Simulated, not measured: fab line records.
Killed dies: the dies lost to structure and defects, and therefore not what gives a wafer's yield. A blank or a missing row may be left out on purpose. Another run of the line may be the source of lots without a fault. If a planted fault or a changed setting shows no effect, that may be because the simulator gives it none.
Chamber matching -- flow n5Finfet -- rieDiel-01 running N5_BEOL_M1_ETCHBACK_99: 4 sister chambers
The step etches SiO2 in CHF3, target depth 5 nm, time 10.4 s. 4 wafers are shown with their chamber, then 10 later ones without.

WAFERS PAIRED WITH THEIR CHAMBERS
wafer,chamber,drypumpMotorCurrentA (A)
L082.1,3,6.2
L082.5,1,5.6
L086.2,2,6.2
L086.3,0,5.0

WAFERS MISSING THEIR CHAMBER
wafer,drypumpMotorCurrentA (A)
L086.4,6.2
L091.2,6.2
L091.4,5.0
L091.5,5.6
L093.2,6.1
L093.3,6.2
L093.4,5.0
L094.3,6.2
L094.4,5.0
L094.6,5.6

WHICH CHAMBER EACH WENT THROUGH
wafer,from the rows above,in truth
L086.4,can't be placed: 2 or 3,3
L091.2,can't be placed: 2 or 3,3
L091.4,0,0
L091.5,1,1
L093.2,can't be placed: 2 or 3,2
L093.3,can't be placed: 2 or 3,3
L093.4,0,0
L094.3,can't be placed: 2 or 3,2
L094.4,0,0
L094.6,1,1
Correct placement for 5 of the 10. Can't be placed from these rows: 5 (the true chamber is among the candidates in 5). Placed wrongly: 0.
How it was worked out, from the rows above alone: a wafer's distance from a chamber is the root of the sum, over the readings, of the square of ((its reading less the chamber's mean) divided by the reading's scatter). If the next closest chamber is less than 2 further off than the closest, the wafer can't be placed; otherwise it belongs to the closest. The mean given for a chamber averages the wafers shown for that chamber. The scatter (one wafer shown for each chamber): square how far every hidden wafer sits from the nearest shown wafer, average those squares and take the square root.
